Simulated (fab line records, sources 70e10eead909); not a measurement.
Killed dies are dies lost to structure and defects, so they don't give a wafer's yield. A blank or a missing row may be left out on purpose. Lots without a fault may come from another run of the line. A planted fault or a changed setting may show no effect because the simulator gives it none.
Chamber matching | flow nand_harc | NHARC_A_WL_FILL_CMP_12 on cmp-02: 4 sister chambers
The step polishes, t overpolish 30 s, target thk 75 nm. 4 wafers are shown with their chamber, then 12 later ones without.

WAFERS WITH THEIR CHAMBER
wafer  | chamber | motor_current_A (A)
L081.4 | 1       | 11.6
L084.3 | 0       | 13.7
L088.3 | 3       | 12.5
L088.6 | 2       | 12.0

WAFERS WITHOUT THEIR CHAMBER
wafer  | motor_current_A (A)
L090.1 | 13.1
L090.2 | 12.3
L090.3 | 12.1
L093.2 | 11.7
L093.3 | 12.9
L093.6 | 12.0
L097.2 | 11.8
L097.3 | 11.9
L097.6 | 13.5
L095.2 | 13.6
L095.3 | 12.3
L095.4 | 12.3

WHICH CHAMBER EACH WENT THROUGH
wafer  | from the rows above          | in truth
L090.1 | can't be placed: 0 or 3 or 2 | 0
L090.2 | can't be placed: 3 or 2 or 1 | 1
L090.3 | can't be placed: 2 or 3 or 1 | 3
L093.2 | can't be placed: 1 or 2      | 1
L093.3 | can't be placed: 3 or 0 or 2 | 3
L093.6 | can't be placed: 2 or 1 or 3 | 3
L097.2 | can't be placed: 2 or 1 or 3 | 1
L097.3 | can't be placed: 2 or 1 or 3 | 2
L097.6 | 0                            | 0
L095.2 | 0                            | 0
L095.3 | can't be placed: 3 or 2 or 1 | 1
L095.4 | can't be placed: 3 or 2 or 1 | 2
Placed correctly: 2 of 12. Can't be placed from these rows: 10 (the true chamber is among the candidates in 10). Placed wrongly: 0.
How it was worked out, from the rows above alone: a wafer's distance from a chamber is the root of the sum, over the readings, of the square of ((its reading less the chamber's mean) divided by the reading's scatter). The wafer belongs to the nearest chamber; if the next one is less than 2 further off, it can't be placed. A chamber's mean is the mean of its shown wafers. The scatter: with one shown wafer a chamber, the root of the mean of the squares of how far each hidden wafer lies from its nearest shown one.
